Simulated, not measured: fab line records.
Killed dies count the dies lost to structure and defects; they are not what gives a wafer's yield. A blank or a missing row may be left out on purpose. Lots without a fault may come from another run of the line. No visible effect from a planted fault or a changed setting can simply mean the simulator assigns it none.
Chamber matching | flow n5Finfet | N5_BEOL_M14_CMP_49 on cmp-01: 4 sister chambers
The step polishes, stops on SiO2, t overpolish 5.2 s, target thk 560 nm. 8 wafers are shown with their chamber, then 7 later ones without.

WAFERS, EACH WITH ITS CHAMBER
wafer  | chamber | motorCurrentA (A) | barrierFieldEndpointS (s)
L080.2 | 3       | 9.2               | 11.8
L080.4 | 0       | 7.2               | 11.8
L082.6 | 1       | 6.8               | 11.5
L085.1 | 3       | 9.1               | 11.5
L085.2 | 0       | 6.8               | 11.8
L085.3 | 2       | 8.5               | 11.4
L088.3 | 1       | 6.8               | 11.5
L088.4 | 2       | 8.5               | 11.7

WAFERS WITH NO CHAMBER GIVEN
wafer  | motorCurrentA (A) | barrierFieldEndpointS (s)
L088.5 | 9.0               | 11.7
L091.1 | 8.8               | 11.3
L091.5 | 6.8               | 11.4
L091.6 | 9.2               | 11.2
L095.1 | 6.6               | 11.4
L095.4 | 8.8               | 11.4
L095.6 | 6.9               | 10.8

CHAMBER TAKEN BY EACH
wafer  | from the rows above     | in truth
L088.5 | 3                       | 3
L091.1 | can't be placed: 2 or 3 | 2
L091.5 | 1                       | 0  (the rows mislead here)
L091.6 | 3                       | 3
L095.1 | 1                       | 1
L095.4 | can't be placed: 2 or 3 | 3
L095.6 | can't be placed: 1 or 0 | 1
3 of 7 placed correctly. Can't be placed from these rows: 3 (the true chamber is among the candidates in 3). Placed wrongly: 1.
How it was worked out, from the rows above alone: a wafer's distance from a chamber is the root of the sum, over the readings, of the square of ((its reading less the chamber's mean) divided by the reading's scatter). The wafer belongs to the nearest chamber; if the next one is less than 2 further off, it can't be placed. The mean given for a chamber averages the wafers shown for that chamber. The scatter: take each reading less its chamber's mean, square it, sum over the shown wafers, divide by the number of wafers less the number of chambers, and take the root.
